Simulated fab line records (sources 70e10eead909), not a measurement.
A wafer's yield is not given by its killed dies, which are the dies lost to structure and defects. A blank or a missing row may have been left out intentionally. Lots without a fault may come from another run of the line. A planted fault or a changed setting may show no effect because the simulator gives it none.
fab line records / flow nandHarc
record lots=5 wafers=15 lastDay=33
route steps=1302 shown P_ZERO_WELL@14
lots with no fault: from the same line, run without faults
startH: start of the lot's first displayed wafer, in hours after the record's first day / waitH: how many hours have passed since the lot's step before this one / " unchanged from the row above / L1.1+2: a single row standing in for several wafers / - no value present, or no start provided / * or withheld: withheld / < > ~ a bound
route shown NAME@n: a module of which the file shows steps, and the number in the route of the first / usual: mean and standard deviation over wafers with no fault / same: alike in all rows / chamber/n: place in a boat / sites: readings site by site / _std_site: the standard deviation of these / _edge_site: inner sites' mean taken away from outer sites' mean / radiusMm: for every site, how far away it sits from the centre of the wafer / mask NAME#n: copy n / behind: the tool/chamber that last shaped the wafer / hold: the reason the lot was held/the length of the hold in hours/how it ended / device: transistor that didn't switch, given as n, p or np / end of line: the tests these same wafers got at the end of their route / a step given without rows: its recipe and nothing more / killed: dies lost to structure and defects at the first sort, not the wafer's yield / map: a wafer's dies, x killed, . not, _ none there
set.NAME: the setting the step ran with; set.NAME@STEP: the setting that earlier step ran with / model.NAME: the simulator's own value behind a step, which no gauge read
a table for each step, a row for each wafer; lots at some steps of the route
services: a tool's chamber out of use, with start hour (startH, from the record's first day; less than 0 if before it), hours out, and reason
## steps
# step NHARC_P_ZERO_WELL_CD_MEAS_11
# recipe targetCdNm=500 landingEnergyEv=500
# usual cdNm=500.1/2.1
lot.wafer=L860.2 tool=cdSem-02 chamber=0 startH=21.30 waitH=- cdNm=497.2
lot.wafer=L860.3 tool=cdSem-02 chamber=0 startH=21.30 waitH=- cdNm=496.8
lot.wafer=L860.4 tool=cdSem-02 chamber=0 startH=21.30 waitH=- cdNm=497.8
lot.wafer=L868.3 tool=cdSem-03 chamber=0 startH=101.24 waitH=- cdNm=495.9
lot.wafer=L868.4 tool=cdSem-03 chamber=0 startH=101.24 waitH=- cdNm=497.5
lot.wafer=L868.6 tool=cdSem-03 chamber=0 startH=101.24 waitH=- cdNm=498.7
lot.wafer=L875.1 tool=cdSem-03 chamber=0 startH=171.24 waitH=- cdNm=498.6
lot.wafer=L875.2 tool=cdSem-03 chamber=0 startH=171.24 waitH=- cdNm=498.9
lot.wafer=L875.6 tool=cdSem-03 chamber=0 startH=171.24 waitH=- cdNm=499.3
lot.wafer=L880.3 tool=cdSem-03 chamber=0 startH=221.24 waitH=- cdNm=503.0
lot.wafer=L880.4 tool=cdSem-03 chamber=0 startH=221.24 waitH=- cdNm=502.7
lot.wafer=L880.5 tool=cdSem-03 chamber=0 startH=221.24 waitH=- cdNm=499.9
lot.wafer=L882.1 tool=cdSem-02 chamber=0 startH=241.24 waitH=- cdNm=498.9
lot.wafer=L882.2 tool=cdSem-02 chamber=0 startH=241.24 waitH=- cdNm=499.3
lot.wafer=L882.6 tool=cdSem-02 chamber=0 startH=241.24 waitH=- cdNm=500.8
# step NHARC_P_ZERO_WELL_HARDBAKE_12
# recipe tempC=118 timeS=65
# step NHARC_P_ZERO_WELL_DESCUM_13
# recipe timeS=3 o2FlowSccm=200 arFlowSccm=0 biasPowerW=0 chemistry=O2
# usual drypumpMotorCurrentA=5.8/0.43 oesProductAu=0.999/0.01 rfVppV=57.8/0.85 showerheadPlenumPTorr=1.93/0.076 throttleValvePct=11.312/0.0085
lot.wafer=L860.3 tool=rieDiel-07 chamber=3 startH=21.45 waitH=- drypumpMotorCurrentA=5.6 oesProductAu=1.007 rfHoursCounterH=19 rfVppV=58.2 showerheadPlenumPTorr=1.81 throttleValvePct=11.324
lot.wafer=L860.4 tool=rieDiel-07 chamber=1 startH=21.45 waitH=- drypumpMotorCurrentA=6.6 oesProductAu=1.001 rfHoursCounterH=21 rfVppV=57.8 showerheadPlenumPTorr=2.03 throttleValvePct=11.293
lot.wafer=L860.2 tool=rieDiel-07 chamber=2 startH=21.45 waitH=- drypumpMotorCurrentA=5.9 oesProductAu=1.012 rfHoursCounterH=22 rfVppV=58.1 showerheadPlenumPTorr=1.90 throttleValvePct=11.304
lot.wafer=L868.3 tool=rieDiel-07 chamber=2 startH=101.41 waitH=- drypumpMotorCurrentA=5.9 oesProductAu=0.991 rfHoursCounterH=48 rfVppV=56.3 showerheadPlenumPTorr=1.89 throttleValvePct=11.322
lot.wafer=L868.4 tool=rieDiel-07 chamber=3 startH=101.41 waitH=- drypumpMotorCurrentA=5.6 oesProductAu=1.004 rfHoursCounterH=- rfVppV=56.5 showerheadPlenumPTorr=1.80 throttleValvePct=11.299
lot.wafer=L868.6 tool=rieDiel-07 chamber=2 startH=101.41 waitH=- drypumpMotorCurrentA=5.9 oesProductAu=1.006 rfHoursCounterH=- rfVppV=55.9 showerheadPlenumPTorr=1.89 throttleValvePct=11.317
lot.wafer=L875.1 tool=rieDiel-03 chamber=2 startH=171.59 waitH=- drypumpMotorCurrentA=6.2 oesProductAu=1.003 rfHoursCounterH=22 rfVppV=59.0 showerheadPlenumPTorr=1.91 throttleValvePct=11.303
lot.wafer=L875.2 tool=rieDiel-03 chamber=0 startH=171.59 waitH=- drypumpMotorCurrentA=6.4 oesProductAu=0.985 rfHoursCounterH=17 rfVppV=58.0 showerheadPlenumPTorr=1.81 throttleValvePct=11.304
lot.wafer=L875.6 tool=rieDiel-03 chamber=1 startH=171.59 waitH=- drypumpMotorCurrentA=5.1 oesProductAu=1.007 rfHoursCounterH=- rfVppV=58.4 showerheadPlenumPTorr=1.92 throttleValvePct=11.315
lot.wafer=L880.4 tool=rieDiel-13 chamber=1 startH=221.40 waitH=- drypumpMotorCurrentA=5.3 oesProductAu=0.985 rfHoursCounterH=13 rfVppV=58.8 showerheadPlenumPTorr=2.05 throttleValvePct=11.323
lot.wafer=L880.3 tool=rieDiel-13 chamber=3 startH=221.40 waitH=- drypumpMotorCurrentA=6.3 oesProductAu=1.009 rfHoursCounterH=10 rfVppV=57.4 showerheadPlenumPTorr=1.97 throttleValvePct=11.310
lot.wafer=L880.5 tool=rieDiel-13 chamber=0 startH=221.40 waitH=- drypumpMotorCurrentA=5.4 oesProductAu=1.007 rfHoursCounterH=- rfVppV=56.9 showerheadPlenumPTorr=1.97 throttleValvePct=11.319
lot.wafer=L882.1 tool=rieDiel-03 chamber=3 startH=241.41 waitH=- drypumpMotorCurrentA=6.0 oesProductAu=1.009 rfHoursCounterH=40 rfVppV=58.8 showerheadPlenumPTorr=1.94 throttleValvePct=11.316
lot.wafer=L882.2 tool=rieDiel-03 chamber=1 startH=241.41 waitH=- drypumpMotorCurrentA=5.1 oesProductAu=1.013 rfHoursCounterH=44 rfVppV=57.9 showerheadPlenumPTorr=1.92 throttleValvePct=11.314
lot.wafer=L882.6 tool=rieDiel-03 chamber=3 startH=241.41 waitH=- drypumpMotorCurrentA=6.0 oesProductAu=1.015 rfHoursCounterH=- rfVppV=57.3 showerheadPlenumPTorr=1.94 throttleValvePct=11.283
# step NHARC_P_ZERO_WELL_ETCH_65
# recipe targetDepthA=800 overetchA=240 timeS=87.88 ionEnergyEv=200 n2FlowSccm=150 h2FlowSccm=150 arFlowSccm=0 rfW=400 biasW=150 chemistry=N2/H2
# usual drypumpMotorCurrentA=5.9/0.44 h2FlowSccm=150.1/0.47 oesProductAu=1.000/0.0099 rfVppV=430.8/2.5 showerheadPlenumPTorr=2.05/0.083 throttleValvePct=14.171/0.0089
lot.wafer=L860.3 tool=rieDiel-07 chamber=3 startH=21.55 waitH=0.1 drypumpMotorCurrentA=5.7 h2FlowSccm=150.5 oesProductAu=1.007 rfHoursCounterH=19 rfVppV=426.5 showerheadPlenumPTorr=1.92 throttleValvePct=14.173
lot.wafer=L860.4 tool=rieDiel-07 chamber=0 startH=21.55 waitH=0.1 drypumpMotorCurrentA=5.8 h2FlowSccm=150.7 oesProductAu=1.000 rfHoursCounterH=19 rfVppV=428.0 showerheadPlenumPTorr=2.02 throttleValvePct=14.157
lot.wafer=L860.2 tool=rieDiel-07 chamber=1 startH=21.55 waitH=0.1 drypumpMotorCurrentA=6.6 h2FlowSccm=150.0 oesProductAu=1.007 rfHoursCounterH=21 rfVppV=432.3 showerheadPlenumPTorr=2.17 throttleValvePct=14.181
lot.wafer=L868.3 tool=rieDiel-07 chamber=1 startH=101.50 waitH=0.1 drypumpMotorCurrentA=6.6 h2FlowSccm=150.2 oesProductAu=0.991 rfHoursCounterH=53 rfVppV=434.5 showerheadPlenumPTorr=2.16 throttleValvePct=14.188
lot.wafer=L868.6 tool=rieDiel-07 chamber=3 startH=101.50 waitH=0.1 drypumpMotorCurrentA=5.6 h2FlowSccm=149.8 oesProductAu=1.000 rfHoursCounterH=- rfVppV=427.5 showerheadPlenumPTorr=1.91 throttleValvePct=14.160
lot.wafer=L868.4 tool=rieDiel-07 chamber=1 startH=101.50 waitH=0.1 drypumpMotorCurrentA=6.6 h2FlowSccm=150.0 oesProductAu=0.997 rfHoursCounterH=- rfVppV=434.3 showerheadPlenumPTorr=2.16 throttleValvePct=14.166
lot.wafer=L875.1 tool=rieDiel-03 chamber=2 startH=171.68 waitH=0.1 drypumpMotorCurrentA=6.2 h2FlowSccm=149.8 oesProductAu=1.004 rfHoursCounterH=22 rfVppV=431.3 showerheadPlenumPTorr=2.04 throttleValvePct=14.165
lot.wafer=L875.2 tool=rieDiel-03 chamber=1 startH=171.68 waitH=0.1 drypumpMotorCurrentA=5.1 h2FlowSccm=150.3 oesProductAu=1.005 rfHoursCounterH=21 rfVppV=431.4 showerheadPlenumPTorr=2.05 throttleValvePct=14.185
lot.wafer=L875.6 tool=rieDiel-03 chamber=2 startH=171.68 waitH=0.1 drypumpMotorCurrentA=6.2 h2FlowSccm=149.3 oesProductAu=0.999 rfHoursCounterH=- rfVppV=430.3 showerheadPlenumPTorr=2.04 throttleValvePct=14.173
lot.wafer=L880.3 tool=rieDiel-13 chamber=1 startH=221.47 waitH=0.1 drypumpMotorCurrentA=5.4 h2FlowSccm=151.0 oesProductAu=0.996 rfHoursCounterH=13 rfVppV=434.8 showerheadPlenumPTorr=2.19 throttleValvePct=14.173
lot.wafer=L880.4 tool=rieDiel-13 chamber=3 startH=221.47 waitH=0.1 drypumpMotorCurrentA=6.3 h2FlowSccm=150.0 oesProductAu=0.997 rfHoursCounterH=10 rfVppV=431.9 showerheadPlenumPTorr=2.10 throttleValvePct=14.180
lot.wafer=L880.5 tool=rieDiel-13 chamber=1 startH=221.47 waitH=0.1 drypumpMotorCurrentA=5.4 h2FlowSccm=150.6 oesProductAu=0.994 rfHoursCounterH=- rfVppV=435.4 showerheadPlenumPTorr=2.19 throttleValvePct=14.172
lot.wafer=L882.1 tool=rieDiel-03 chamber=3 startH=241.50 waitH=0.1 drypumpMotorCurrentA=6.0 h2FlowSccm=149.8 oesProductAu=1.006 rfHoursCounterH=40 rfVppV=429.8 showerheadPlenumPTorr=2.07 throttleValvePct=14.180
lot.wafer=L882.2 tool=rieDiel-03 chamber=2 startH=241.50 waitH=0.1 drypumpMotorCurrentA=6.2 h2FlowSccm=150.4 oesProductAu=1.017 rfHoursCounterH=46 rfVppV=430.5 showerheadPlenumPTorr=2.03 throttleValvePct=14.187
lot.wafer=L882.6 tool=rieDiel-03 chamber=2 startH=241.50 waitH=0.1 drypumpMotorCurrentA=6.2 h2FlowSccm=150.1 oesProductAu=1.014 rfHoursCounterH=- rfVppV=430.7 showerheadPlenumPTorr=2.03 throttleValvePct=14.185
# step NHARC_P_ZERO_WELL_ETCH_62
# recipe targetDepthA=130 timeS=6.5 chf3FlowSccm=50 arFlowSccm=200 rfW=500 biasW=200 chemistry=CHF3/Ar
# usual drypumpMotorCurrentA=5.9/0.42 oesProductAu=0.958/0.016 rfVppV=370.8/2.2 showerheadPlenumPTorr=2.35/0.088 throttleValvePct=20.215/0.0085
lot.wafer=L860.2 tool=rieDiel-07 chamber=3 startH=- waitH=- drypumpMotorCurrentA=5.6 oesProductAu=0.965 rfHoursCounterH=19 rfVppV=367.3 showerheadPlenumPTorr=2.22 throttleValvePct=20.216
lot.wafer=L860.4 tool=rieDiel-07 chamber=1 startH=- waitH=- drypumpMotorCurrentA=6.6 oesProductAu=0.991 rfHoursCounterH=21 rfVppV=373.7 showerheadPlenumPTorr=2.48 throttleValvePct=20.232
lot.wafer=L860.3 tool=rieDiel-07 chamber=2 startH=- waitH=- drypumpMotorCurrentA=5.9 oesProductAu=0.992 rfHoursCounterH=22 rfVppV=370.2 showerheadPlenumPTorr=2.32 throttleValvePct=20.226
lot.wafer=L868.3 tool=rieDiel-07 chamber=2 startH=- waitH=- drypumpMotorCurrentA=5.9 oesProductAu=0.963 rfHoursCounterH=48 rfVppV=370.5 showerheadPlenumPTorr=2.31 throttleValvePct=20.220
lot.wafer=L868.6 tool=rieDiel-07 chamber=1 startH=- waitH=- drypumpMotorCurrentA=6.6 oesProductAu=0.960 rfHoursCounterH=- rfVppV=374.6 showerheadPlenumPTorr=2.47 throttleValvePct=20.206
lot.wafer=L868.4 tool=rieDiel-07 chamber=3 startH=- waitH=- drypumpMotorCurrentA=5.6 oesProductAu=0.967 rfHoursCounterH=- rfVppV=368.2 showerheadPlenumPTorr=2.21 throttleValvePct=20.219
lot.wafer=L875.2 tool=rieDiel-03 chamber=3 startH=- waitH=- drypumpMotorCurrentA=6.0 oesProductAu=0.953 rfHoursCounterH=18 rfVppV=372.8 showerheadPlenumPTorr=2.38 throttleValvePct=20.214
lot.wafer=L875.1 tool=rieDiel-03 chamber=0 startH=- waitH=- drypumpMotorCurrentA=6.4 oesProductAu=0.941 rfHoursCounterH=17 rfVppV=367.8 showerheadPlenumPTorr=2.23 throttleValvePct=20.216
lot.wafer=L875.6 tool=rieDiel-03 chamber=0 startH=- waitH=- drypumpMotorCurrentA=6.4 oesProductAu=0.942 rfHoursCounterH=- rfVppV=369.1 showerheadPlenumPTorr=2.23 throttleValvePct=20.204
lot.wafer=L880.4 tool=rieDiel-13 chamber=3 startH=- waitH=- drypumpMotorCurrentA=6.4 oesProductAu=0.972 rfHoursCounterH=10 rfVppV=371.6 showerheadPlenumPTorr=2.41 throttleValvePct=20.229
lot.wafer=L880.3 tool=rieDiel-13 chamber=0 startH=- waitH=- drypumpMotorCurrentA=5.3 oesProductAu=0.953 rfHoursCounterH=15 rfVppV=371.0 showerheadPlenumPTorr=2.41 throttleValvePct=20.213
lot.wafer=L880.5 tool=rieDiel-13 chamber=2 startH=- waitH=- drypumpMotorCurrentA=5.8 oesProductAu=0.966 rfHoursCounterH=- rfVppV=370.1 showerheadPlenumPTorr=2.33 throttleValvePct=20.220
lot.wafer=L882.1 tool=rieDiel-03 chamber=2 startH=- waitH=- drypumpMotorCurrentA=6.3 oesProductAu=0.977 rfHoursCounterH=46 rfVppV=371.2 showerheadPlenumPTorr=2.33 throttleValvePct=20.218
lot.wafer=L882.2 tool=rieDiel-03 chamber=3 startH=- waitH=- drypumpMotorCurrentA=6.0 oesProductAu=0.972 rfHoursCounterH=40 rfVppV=372.5 showerheadPlenumPTorr=2.37 throttleValvePct=20.223
lot.wafer=L882.6 tool=rieDiel-03 chamber=2 startH=- waitH=- drypumpMotorCurrentA=6.2 oesProductAu=0.985 rfHoursCounterH=- rfVppV=371.0 showerheadPlenumPTorr=2.33 throttleValvePct=20.217
# step NHARC_P_ZERO_WELL_ETCH_63
# recipe targetDepthA=1200 timeS=40.1 hbrFlowSccm=150 cl2FlowSccm=50 rfW=400 icpW=400 biasW=100 chemistry=HBr/Cl2
# usual drypumpMotorCurrentA=5.8/0.34 heBacksideLeakSccm=2.83/0.29 oesProductAu=1.004/0.0091 throttleValvePct=26.406/0.0082
lot.wafer=L860.4 tool=rieSi-04 chamber=3 startH=21.71 waitH=- drypumpMotorCurrentA=5.9 heBacksideLeakSccm=3.04 oesProductAu=1.012 rfHoursCounterH=0.2 throttleValvePct=26.408
lot.wafer=L860.3 tool=rieSi-04 chamber=1 startH=21.71 waitH=- drypumpMotorCurrentA=5.9 heBacksideLeakSccm=2.94 oesProductAu=1.010 rfHoursCounterH=0.2 throttleValvePct=26.411
lot.wafer=L860.2 tool=rieSi-04 chamber=2 startH=21.71 waitH=- drypumpMotorCurrentA=5.9 heBacksideLeakSccm=3.61 oesProductAu=1.012 rfHoursCounterH=0.2 throttleValvePct=26.394
lot.wafer=L868.4 tool=rieSi-04 chamber=2 startH=101.68 waitH=- drypumpMotorCurrentA=6.0 heBacksideLeakSccm=2.55 oesProductAu=1.006 rfHoursCounterH=0.7 throttleValvePct=26.414
lot.wafer=L868.3 tool=rieSi-04 chamber=3 startH=101.68 waitH=- drypumpMotorCurrentA=6.0 heBacksideLeakSccm=3.19 oesProductAu=1.026 rfHoursCounterH=0.7 throttleValvePct=26.411
lot.wafer=L868.6 tool=rieSi-04 chamber=2 startH=101.68 waitH=- drypumpMotorCurrentA=5.9 heBacksideLeakSccm=2.69 oesProductAu=1.016 rfHoursCounterH=- throttleValvePct=26.419
lot.wafer=L875.2 tool=rieSi-03 chamber=2 startH=172.42 waitH=- drypumpMotorCurrentA=5.1 heBacksideLeakSccm=2.76 oesProductAu=0.999 rfHoursCounterH=0.7 throttleValvePct=26.400
lot.wafer=L875.1 tool=rieSi-03 chamber=3 startH=172.42 waitH=- drypumpMotorCurrentA=5.8 heBacksideLeakSccm=3.01 oesProductAu=0.995 rfHoursCounterH=0.7 throttleValvePct=26.414
lot.wafer=L875.6 tool=rieSi-03 chamber=0 startH=172.42 waitH=- drypumpMotorCurrentA=6.0 heBacksideLeakSccm=2.82 oesProductAu=1.004 rfHoursCounterH=- throttleValvePct=26.420
lot.wafer=L880.4 tool=rieSi-01 chamber=1 startH=221.66 waitH=- drypumpMotorCurrentA=6.2 heBacksideLeakSccm=4.93 oesProductAu=1.006 rfHoursCounterH=0.1 throttleValvePct=26.390
lot.wafer=L880.3 tool=rieSi-01 chamber=3 startH=221.66 waitH=- drypumpMotorCurrentA=5.4 heBacksideLeakSccm=2.80 oesProductAu=0.997 rfHoursCounterH=0.1 throttleValvePct=26.400
lot.wafer=L880.5 tool=rieSi-01 chamber=1 startH=221.66 waitH=- drypumpMotorCurrentA=6.2 heBacksideLeakSccm=2.51 oesProductAu=1.009 rfHoursCounterH=- throttleValvePct=26.401
lot.wafer=L882.1 tool=rieSi-01 chamber=3 startH=241.70 waitH=- drypumpMotorCurrentA=5.4 heBacksideLeakSccm=3.13 oesProductAu=1.002 rfHoursCounterH=0.3 throttleValvePct=26.399
lot.wafer=L882.2 tool=rieSi-01 chamber=0 startH=241.70 waitH=- drypumpMotorCurrentA=5.3 heBacksideLeakSccm=2.30 oesProductAu=1.004 rfHoursCounterH=0.3 throttleValvePct=26.400
lot.wafer=L882.6 tool=rieSi-01 chamber=3 startH=241.70 waitH=- drypumpMotorCurrentA=5.4 heBacksideLeakSccm=2.79 oesProductAu=0.986 rfHoursCounterH=- throttleValvePct=26.398
# step NHARC_P_ZERO_WELL_STRIP_15
# recipe timeS=900 tempC=130 chemistry=SPM
# step NHARC_P_ZERO_WELL_DEHYDRATE_16
# recipe tempC=150 timeS=120
# step NHARC_P_ZERO_WELL_HMDS_17
# recipe timeS=30
# step NHARC_P_ZERO_WELL_COAT_18
# recipe spinRpm=withheld
# step NHARC_P_ZERO_WELL_SOFTBAKE_19
# recipe tempC=122 timeS=95
# step NHARC_P_ZERO_WELL_EBR_20
# step NHARC_P_ZERO_WELL_EXPOSE_21
# recipe na=0.6 targetCdNm=720 doseMj=22.31 maskId=P_NWELL
# same na=0.6
lot.wafer=L860.2+3+4 tool=krfScanner-01 chamber=0 startH=22.49 waitH=- mask=P_NWELL#0
lot.wafer=L868.3+4+6 tool=krfScanner-01 chamber=0 startH=102.47 waitH=- mask=P_NWELL#0
lot.wafer=L875.1+2+6 tool=krfScanner-01 chamber=0 startH=173.17 waitH=- mask=P_PWELL#0
lot.wafer=L880.3+4+5 tool=krfScanner-02 chamber=0 startH=222.43 waitH=- mask=P_NWELL#0
lot.wafer=L882.1+2+6 tool=krfScanner-04 chamber=0 startH=242.40 waitH=- mask=P_NWELL#0
# step NHARC_P_ZERO_WELL_PEB_22
# recipe pebTempC=118 pebTimeS=85
# step NHARC_P_ZERO_WELL_DEVELOP_23
# recipe timeS=70
# step NHARC_P_ZERO_WELL_CD_MEAS_24
# recipe targetCdNm=720 landingEnergyEv=500
# usual cdNm=720.6/1.8
lot.wafer=L860.2 tool=cdSem-02 chamber=0 startH=22.64 waitH=- cdNm=717.7
lot.wafer=L860.3 tool=cdSem-02 chamber=0 startH=22.64 waitH=- cdNm=718.7
lot.wafer=L860.4 tool=cdSem-02 chamber=0 startH=22.64 waitH=- cdNm=716.9
lot.wafer=L868.3 tool=cdSem-03 chamber=0 startH=102.62 waitH=- cdNm=720.9
lot.wafer=L868.4 tool=cdSem-03 chamber=0 startH=102.62 waitH=- cdNm=722.6
lot.wafer=L868.6 tool=cdSem-03 chamber=0 startH=102.62 waitH=- cdNm=720.5
lot.wafer=L875.1 tool=cdSem-01 chamber=0 startH=173.33 waitH=- cdNm=-
lot.wafer=L875.2 tool=cdSem-01 chamber=0 startH=173.33 waitH=- cdNm=-
lot.wafer=L875.6 tool=cdSem-01 chamber=0 startH=173.33 waitH=- cdNm=-
lot.wafer=L880.3 tool=cdSem-01 chamber=0 startH=222.58 waitH=- cdNm=719.1
lot.wafer=L880.4 tool=cdSem-01 chamber=0 startH=222.58 waitH=- cdNm=719.2
lot.wafer=L880.5 tool=cdSem-01 chamber=0 startH=222.58 waitH=- cdNm=718.9
lot.wafer=L882.1 tool=cdSem-01 chamber=0 startH=242.55 waitH=- cdNm=720.2
lot.wafer=L882.2 tool=cdSem-01 chamber=0 startH=242.55 waitH=- cdNm=718.5
lot.wafer=L882.6 tool=cdSem-01 chamber=0 startH=242.55 waitH=- cdNm=720.0
# step NHARC_P_ZERO_WELL_HARDBAKE_25
# recipe tempC=125 timeS=80
## services
tool=rieSi-01 chamber=- startH=16.00 hours=9.0 kind=pm
tool=rieDiel-07 chamber=0 startH=28.84 hours=4.6 kind=repair
tool=rieSi-04 chamber=2 startH=31.12 hours=2.6 kind=repair
tool=rieSi-01 chamber=2 startH=71.69 hours=5.1 kind=repair
tool=rieDiel-03 chamber=1 startH=75.79 hours=1.2 kind=repair
tool=rieSi-04 chamber=1 startH=78.61 hours=9.4 kind=repair
tool=rieSi-04 chamber=2 startH=82.17 hours=10.2 kind=repair
tool=rieDiel-07 chamber=0 startH=96.11 hours=9.6 kind=repair
tool=rieSi-04 chamber=1 startH=103.53 hours=0.9 kind=repair
tool=rieDiel-03 chamber=- startH=104.30 hours=9.0 kind=pm
tool=rieSi-01 chamber=2 startH=110.29 hours=1.0 kind=repair
tool=rieDiel-07 chamber=- startH=117.35 hours=9.0 kind=pm
tool=rieSi-01 chamber=- startH=125.32 hours=0.9 kind=repair
tool=krfScanner-01 chamber=- startH=140.03 hours=4.0 kind=pm
tool=rieSi-01 chamber=- startH=155.47 hours=0.6 kind=repair
tool=rieDiel-13 chamber=2 startH=156.41 hours=22.4 kind=repair
tool=rieSi-04 chamber=- startH=165.00 hours=9.0 kind=pm
tool=rieDiel-13 chamber=- startH=165.01 hours=9.0 kind=pm
tool=rieDiel-07 chamber=1 startH=171.26 hours=18.0 kind=repair
tool=rieDiel-07 chamber=2 startH=174.65 hours=3.1 kind=repair
tool=rieDiel-13 chamber=3 startH=200.20 hours=13.6 kind=repair
tool=rieDiel-13 chamber=- startH=202.49 hours=0.5 kind=repair
tool=rieDiel-07 chamber=- startH=209.11 hours=3.7 kind=repair
tool=rieDiel-03 chamber=0 startH=237.81 hours=4.4 kind=repair
## key
firstSign step=NHARC_P_ZERO_WELL_EXPOSE_21 reading=mask direction=changed
effect step=NHARC_P_ZERO_WELL_CD_MEAS_24 reading=cdNm direction=missing
metAt NHARC_P_ZERO_WELL_EXPOSE_21
struckWafers L875.1,L875.2,L875.6
laterRowsLeftOut L875.1,L875.2,L875.6
sortLeftOut L875.1,L875.2,L875.6
testerLeftOut L875
onsetBetween 102.47 173.17
fault kind=wrongMask tool=any chamber=- onsetH=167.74 steps=NHARC_P_ZERO_WELL_EXPOSE_21 auxCopy=P_PWELL#0 scope=struckLotsOnly
# testerLeftOut: of these lots the tester's yield and bins aren't shown, on N5 and GAA mostly nor the transistor test; their killed dies are dies lost to structure and defects alone, not to doping, threshold or leakage, so they don't give the yield
# sortLeftOut: the simulated sort isn't trusted on such a fault, so these wafers' sort isn't shown, and their yield isn't known
# laterRowsLeftOut: the simulator's readings of these wafers behind a module that went badly wrong aren't trusted and aren't shown, but for the sort
